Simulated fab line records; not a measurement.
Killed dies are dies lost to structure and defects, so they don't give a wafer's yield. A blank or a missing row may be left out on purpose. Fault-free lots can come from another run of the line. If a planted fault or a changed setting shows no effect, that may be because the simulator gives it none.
What tool caused it? + flow nand_harc + Sampling: 11 lots, 33 wafers, 7 of 1302 route steps

## WHAT THE GAUGES READ, wafer by wafer
NHARC_A_BONDPAD_OVL_MEAS_35.
| lot  | measured     | on         | overlay_x_nm (nm) | overlay_y_nm (nm) |
|------|--------------|------------|-------------------|-------------------|
| L411 | day 23 01:46 | overlay-02 | 7 7 7             | 3 2 3             |
| L413 | day 24 09:25 | overlay-02 | -12 -11 -12       | 3 3 3             |
| L418 | day 26 02:00 | overlay-01 | 1 1 1             | -9 -9 -9          |
| L421 | day 26 21:04 | overlay-01 | 1 1 1             | 2 1 1             |
| L423 | day 27 17:37 | overlay-02 | -10 -9 -10        | 2 2 2             |
| L426 | day 28 19:57 | overlay-01 | -8 -8 -8          | 4 3 3             |
| L425 | day 28 21:32 | overlay-01 | -6 -6 -5          | -5 -6 -5          |
| L429 | day 31 00:13 | overlay-02 | 1 2 1             | -8 -7 -7          |
| L430 | day 31 01:35 | overlay-01 | -1 -2 -1          | 13 13 13          |
| L433 | day 33 02:36 | overlay-02 | 3 3 3             | 2 1 3             |
| L434 | day 33 05:49 | overlay-01 | 2 2 2             | -4 -4 -4          |

NHARC_A_BONDPAD_THK_MEAS_20: measures by xrf.
| lot  | measured     | on            | thk_nm (nm)       |
|------|--------------|---------------|-------------------|
| L411 | day 23 04:19 | film_metro-01 | 172.8 171.7 171.0 |
| L413 | day 24 11:53 | film_metro-02 | 173.9 171.4 171.5 |
| L418 | day 26 04:38 | film_metro-02 | 171.1 170.1 170.6 |
| L421 | day 26 23:32 | film_metro-01 | 165.9 166.8 167.6 |
| L423 | day 27 20:06 | film_metro-02 | 169.7 169.8 170.5 |
| L426 | day 28 22:25 | film_metro-01 | 396.2 403.4 396.1 |
| L425 | day 29 00:00 | film_metro-02 | 406.9 406.1 401.9 |
| L429 | day 31 02:40 | film_metro-02 | 170.0 168.7 166.7 |
| L430 | day 31 04:04 | film_metro-01 | 168.6 168.7 169.2 |
| L433 | day 33 05:07 | film_metro-01 | 170.5 167.8 170.2 |
| L434 | day 33 08:23 | film_metro-01 | 169.0 169.5 171.3 |

NHARC_A_BONDPAD_INSPECT_23.
| lot  | measured     | on                | raw_defect_count |
|------|--------------|-------------------|------------------|
| L411 | day 23 04:31 | defect_inspect-01 | 365 420 474      |
| L413 | day 24 12:06 | defect_inspect-01 | 510 418 581      |
| L418 | day 26 04:52 | defect_inspect-01 | 693 673 632      |
| L421 | day 26 23:44 | defect_inspect-01 | 501 558 605      |
| L423 | day 27 20:18 | defect_inspect-02 | 735 538 469      |
| L426 | day 28 22:38 | defect_inspect-01 | 3218 3290 3311   |
| L425 | day 29 00:13 | defect_inspect-02 | 3356 3196 3293   |
| L429 | day 31 02:53 | defect_inspect-01 | 698 581 756      |
| L430 | day 31 04:17 | defect_inspect-01 | 530 375 493      |
| L433 | day 33 05:20 | defect_inspect-02 | 368 516 533      |
| L434 | day 33 08:38 | defect_inspect-01 | 487 836 468      |

NHARC_END_SORT_01.
| lot  | measured     | on        | defect_limited_yield (%) | killed_at_array | killed_at_other | killed_at_periphery | killed_dies | killed_open | killed_short |
|------|--------------|-----------|--------------------------|-----------------|-----------------|---------------------|-------------|-------------|--------------|
| L413 | day 25 20:28 | prober-02 | 96.6 94.7 95.7           | 17 26 24        | 2 5 3           | 4 5 2               | 23 36 29    | 3 3 3       | 4 0 3        |
| L426 | day 30 02:01 | prober-02 | 0 0 0                    | 672 674 674     | 0 0 0           | 5 3 3               | 677 677 677 | 5 4 5       | 4 0 6        |
| L425 | day 30 02:50 | prober-01 | 0 0 0                    | 675 673 671     | 1 1 5           | 1 3 1               | 677 677 677 | 3 2 3       | 1 2 2        |

## WHICH TOOL RAN EACH LOT (tool, then ch and the chambers of the sampled wafers, then the start)
| lot  | NHARC_A_BONDPAD_ETCH_12                       | NHARC_A_BONDPAD_ANNEAL_28        | NHARC_A_BONDPAD_CMP_19        |
|------|-----------------------------------------------|----------------------------------|-------------------------------|
| L411 | rie_diel-03 ch 1,2,3, day 23 03:41 or earlier | rtp_anneal-02 ch 0, day 23 03:41 | cmp-01 ch 2,3, day 23 03:59   |
| L413 | rie_diel-12 ch 0,2,3, day 24 11:23 or earlier | rtp_anneal-01 ch 0, day 24 11:23 | cmp-02 ch 0,3, day 24 11:34   |
| L418 | rie_diel-12 ch 1,3, day 26 03:58 or earlier   | rtp_anneal-02 ch 0, day 26 03:58 | cmp-02 ch 2,3, day 26 04:18   |
| L421 | rie_diel-12 ch 1,2, day 26 22:55 or earlier   | rtp_anneal-02 ch 0, day 26 22:55 | cmp-01 ch 0,1,2, day 26 23:15 |
| L423 | rie_diel-12 ch 0,1, day 27 19:24 or earlier   | rtp_anneal-02 ch 0, day 27 19:24 | cmp-02 ch 0,1,2, day 27 19:50 |
| L426 | rie_diel-12 ch 0,1,3, day 28 21:45 or earlier | rtp_anneal-01 ch 0, day 28 21:45 | cmp-01 ch 0,1,2, day 28 22:05 |
| L425 | rie_diel-12 ch 1,2, day 28 23:23 or earlier   | rtp_anneal-02 ch 0, day 28 23:23 | cmp-01 ch 2,3, day 28 23:41   |
| L429 | rie_diel-03 ch 1,2,3, day 31 02:07 or earlier | rtp_anneal-01 ch 0, day 31 02:07 | cmp-01 ch 0,1,2, day 31 02:23 |
| L430 | rie_diel-12 ch 1,2,3, day 31 03:23 or earlier | rtp_anneal-02 ch 0, day 31 03:23 | cmp-01 ch 0,1,3, day 31 03:46 |
| L433 | rie_diel-11 ch 0,1,2, day 33 04:29 or earlier | rtp_anneal-02 ch 0, day 33 04:29 | cmp-01 ch 0,1,3, day 33 04:53 |
| L434 | rie_diel-12 ch 0,2,3, day 33 07:46 or earlier | rtp_anneal-01 ch 0, day 33 07:46 | cmp-02 ch 0,1,2, day 33 08:03 |
- NHARC_A_BONDPAD_ETCH_12: etches the open film in CHF3/O2, target depth 220 nm, time 110 s.
- NHARC_A_BONDPAD_ANNEAL_28: time 90 s.
- NHARC_A_BONDPAD_CMP_19: polishes, t overpolish 30 s, cu recess touch 16 s, target thk 169.82 nm.

## AS READ BY THE TOOLS THEMSELVES (means over the sampled wafers that have a number; for cases with no such wafer, the mark the record gives instead)
NHARC_A_BONDPAD_ETCH_12.
| lot  | tool        | bias_w (W) | drypump_motor_current_A (A) | oes_product_au (a.u.) | rf_vpp_V (V) | showerhead_plenum_p_Torr (Torr) | throttle_valve_pct (%) |
|------|-------------|------------|-----------------------------|-----------------------|--------------|---------------------------------|------------------------|
| L411 | rie_diel-03 | 200.6      | 6.2                         | 0.929                 | 372.7        | 2.44                            | 20.565                 |
| L413 | rie_diel-12 | 200.1      | 5.9                         | 0.960                 | 372.8        | 2.49                            | 20.581                 |
| L418 | rie_diel-12 | 200.3      | 5.7                         | 0.925                 | 371.0        | 2.41                            | 20.571                 |
| L421 | rie_diel-12 | 199.6      | 6.1                         | 0.923                 | 369.6        | 2.35                            | 20.571                 |
| L423 | rie_diel-12 | 200.0      | 5.9                         | 0.970                 | 370.6        | 2.40                            | 20.576                 |
| L426 | rie_diel-12 | 199.7      | 5.8                         | 0.964                 | 372.2        | 2.48                            | 20.570                 |
| L425 | rie_diel-12 | 200.1      | 6.0                         | 0.961                 | 369.4        | 2.34                            | 20.580                 |
| L429 | rie_diel-03 | 200.2      | 6.2                         | 0.928                 | 371.3        | 2.43                            | 20.579                 |
| L430 | rie_diel-12 | 200.3      | 5.8                         | 0.954                 | 370.6        | 2.42                            | 20.572                 |
| L433 | rie_diel-11 | 199.7      | 5.6                         | 0.931                 | 372.0        | 2.47                            | 20.577                 |
| L434 | rie_diel-12 | 200.4      | 5.9                         | 0.926                 | 373.0        | 2.49                            | 20.569                 |

NHARC_A_BONDPAD_ANNEAL_28.
| lot  | tool          | wafer_temp_C_max |
|------|---------------|------------------|
| L411 | rtp_anneal-02 | 225.77           |
| L413 | rtp_anneal-01 | 225.59           |
| L418 | rtp_anneal-02 | 225.68           |
| L421 | rtp_anneal-02 | 225.49           |
| L423 | rtp_anneal-02 | 225.80           |
| L426 | rtp_anneal-01 | 225.82           |
| L425 | rtp_anneal-02 | 225.48           |
| L429 | rtp_anneal-01 | 225.56           |
| L430 | rtp_anneal-02 | 225.75           |
| L433 | rtp_anneal-02 | 226.06           |
| L434 | rtp_anneal-01 | 225.93           |

NHARC_A_BONDPAD_CMP_19.
| lot  | tool   | edge_zone_pressure_frac | motor_current_A (A) | overpolish_run_s (s) |
|------|--------|-------------------------|---------------------|----------------------|
| L411 | cmp-01 | 1.002                   | 13.0                | 30.000               |
| L413 | cmp-02 | 1.001                   | 10.9                | 30.000               |
| L418 | cmp-02 | 1.002                   | 10.4                | 29.992               |
| L421 | cmp-01 | 0.993                   | 13.0                | 30.002               |
| L423 | cmp-02 | 1.002                   | 11.6                | 29.998               |
| L426 | cmp-01 | -                       | -                   | -                    |
| L425 | cmp-01 | -                       | -                   | -                    |
| L429 | cmp-01 | 1.002                   | 12.9                | 30.002               |
| L430 | cmp-01 | 0.999                   | 12.5                | 29.986               |
| L433 | cmp-01 | 1.002                   | 12.7                | 29.995               |
| L434 | cmp-02 | 1.006                   | 11.2                | 30.002               |

## THE ANSWER, worked out from the rows above alone
Rule: the lots themselves supply what counts as usual. The widest of any qualifying gaps counts: lots, ordered by their means at a reading, are off when they make up no more than a third of the lots, leave a main group of 4 or more, and stand apart from it by 3 or more times the standard deviation of that group's means. If all means in a main group match to the digits the tables above print for the reading, that group is not used. Also off: a lot with no number at a reading for which 4 or more lots have one. All remaining lots with rows at the step are treated as sound. Order of review: gauges by route order, followed by the tools' own readings, for which a lot's mean as printed above is used. The first step at which some lot is off is used, and at that step the reading that is off furthest; a lot without a number counts as furthest.
Off: L426, L425 (NHARC_A_BONDPAD_THK_MEAS_20, thk_nm). For the main group the mean is 169.8 nm and the standard deviation 1.6.
A tool fits if, at a process step before that reading, it ran every lot that is off, and no sound lot after the first of them. The gauges at NHARC_A_BONDPAD_THK_MEAS_20 aren't tried: what is off there is off at NHARC_A_BONDPAD_INSPECT_23 too, on other tools, and a gauge's error can't cause that. With no start given for some of its lots, NHARC_A_BONDPAD_ETCH_12 uses the hours and lot order of NHARC_A_BONDPAD_ANNEAL_28. No candidate that was tried fits.

## WHAT THE SIMULATOR HAD INSERTED
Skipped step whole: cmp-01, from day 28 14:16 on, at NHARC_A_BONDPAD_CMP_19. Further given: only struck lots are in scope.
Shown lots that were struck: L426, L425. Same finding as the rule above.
